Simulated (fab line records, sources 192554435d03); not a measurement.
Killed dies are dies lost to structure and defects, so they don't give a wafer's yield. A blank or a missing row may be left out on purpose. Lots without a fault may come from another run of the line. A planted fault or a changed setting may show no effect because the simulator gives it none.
Split-lot experiment | flow n5_finfet | 7 lots, 39 wafers read, on a route of 1938 steps

THE SPLIT
At N5_BEOL_M3_ALD_98 (deposits SiO2, target thk 2.5 nm, pulse time 1 s, co reactant pulse time 1 s), the setting ald_cycles was moved away from the recipe's 17 on 15 of the 39 wafers read, by -52.9% to +23.5%. The other wafers ran this setting at the recipe's value.

The reading is taken at the split's own step.

THE READING
SiO2_of_BEOL_M3_ALD_98.thk_nm (the simulator's own value, which no gauge read), in nm, at N5_BEOL_M3_ALD_98 (deposits SiO2, target thk 2.5 nm, pulse time 1 s, co reactant pulse time 1 s). The file gives no usual value for it. The 24 wafers here that ran the recipe average 2.5 nm, standard deviation 0.099 nm.

wafer  | tool, chamber at the split | ald_cycles as run | against the recipe | SiO2_of_BEOL_M3_ALD_98.thk_nm, nm | against lot-mates on the recipe
L074.1 | ald_sin-04, 2,0            | 17                | recipe             | 2.6                               | -
L074.5 | ald_sin-04, 2,0            | 17                | recipe             | 2.6                               | -
L074.2 | ald_sin-04, 0              | 17                | recipe             | 2.4                               | -
L074.3 | ald_sin-04, 1,1,2          | 20                | +17.6%             | 3                                 | +0.5
L074.4 | ald_sin-04, 1,1,2          | 20                | +17.6%             | 3                                 | +0.5
L074.6 | ald_sin-04, 1,1,2          | 20                | +17.6%             | 3                                 | +0.5
L079.1 | ald_sin-02, 0,1,3          | 17                | recipe             | 2.6                               | -
L079.2 | ald_sin-02, 0,1,3          | 17                | recipe             | 2.6                               | -
L079.4 | ald_sin-02, 0,1,3          | 17                | recipe             | 2.6                               | -
L082.1 | ald_sin-02, 2,1            | 17                | recipe             | 2.6                               | -
L082.5 | ald_sin-02, 2,1            | 17                | recipe             | 2.6                               | -
L082.2 | ald_sin-02, 3,1            | 21                | +23.5%             | 3                                 | +0.5
L082.3 | ald_sin-02, 3,1            | 21                | +23.5%             | 3                                 | +0.5
L082.4 | ald_sin-02, 0              | 21                | +23.5%             | 3.2                               | +0.7
L082.6 | ald_sin-02, 2              | 17                | recipe             | 2.4                               | -
L085.1 | ald_sin-02, 2,3            | 17                | recipe             | 2.6                               | -
L085.2 | ald_sin-02, 2,3            | 17                | recipe             | 2.6                               | -
L085.3 | ald_sin-02, 0,0,3          | 8                 | -52.9%             | 1.2                               | -1.3
L085.5 | ald_sin-02, 0,0,3          | 8                 | -52.9%             | 1.2                               | -1.3
L085.6 | ald_sin-02, 0,0,3          | 8                 | -52.9%             | 1.2                               | -1.3
L085.4 | ald_sin-02, 1              | 17                | recipe             | 2.4                               | -
L087.1 | ald_sin-03, 0,3,0          | 12                | -29.4%             | 1.8                               | -0.8
L087.3 | ald_sin-03, 0,3,0          | 12                | -29.4%             | 1.8                               | -0.8
L087.6 | ald_sin-03, 0,3,0          | 12                | -29.4%             | 1.8                               | -0.8
L087.2 | ald_sin-03, 1,3,1          | 17                | recipe             | 2.6                               | -
L087.4 | ald_sin-03, 1,3,1          | 17                | recipe             | 2.6                               | -
L087.5 | ald_sin-03, 1,3,1          | 17                | recipe             | 2.6                               | -
L096.1 | ald_sin-04, 1,3,0          | 10                | -41.2%             | 1.4                               | -1.1
L096.4 | ald_sin-04, 1,3,0          | 10                | -41.2%             | 1.4                               | -1.1
L096.6 | ald_sin-04, 1,3,0          | 10                | -41.2%             | 1.4                               | -1.1
L096.2 | ald_sin-04, 0,2            | 17                | recipe             | 2.4                               | -
L096.3 | ald_sin-04, 0,2            | 17                | recipe             | 2.4                               | -
L096.5 | ald_sin-04, 3              | 17                | recipe             | 2.6                               | -
L097.1 | ald_sin-04, 1              | 17                | recipe             | 2.6                               | -
L097.2 | ald_sin-04, 2,3,0,3,0      | 17                | recipe             | 2.4                               | -
L097.3 | ald_sin-04, 2,3,0,3,0      | 17                | recipe             | 2.4                               | -
L097.4 | ald_sin-04, 2,3,0,3,0      | 17                | recipe             | 2.4                               | -
L097.5 | ald_sin-04, 2,3,0,3,0      | 17                | recipe             | 2.4                               | -
L097.6 | ald_sin-04, 2,3,0,3,0      | 17                | recipe             | 2.4                               | -
Where a row lists several chambers, the file gives one row for several wafers and doesn't say which wafer went through which chamber.

THE FIT
A straight line over all 39 wafers: SiO2_of_BEOL_M3_ALD_98.thk_nm changes by +0.0254 nm for each +1% of ald_cycles; r = +0.99; the points scatter about the line by 0.089 nm.
The same after taking each lot's own level away (the mean of its wafers on the recipe; 39 wafers): +0.0254 nm for each +1%; r = +0.99; scatter 0.071 nm.
On that fit, the largest move of ald_cycles shifts the reading by 1.3 nm.
The lots' own levels span 2.43 to 2.60 nm, that is 1.7 times the standard deviation above.
So the lot-to-lot level changes the slope little: the two slopes agree.
Check: with one of the wafers moved furthest among these (-52.9%) left out of the fit, the line predicts -1.36 nm for it against its lot-mates. It came out at -1.33 nm against them.

THE FILE'S OWN FIT
SiO2_of_BEOL_M3_ALD_98.thk_nm changes by +0.0255 nm for each +1% of ald_cycles, r = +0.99.
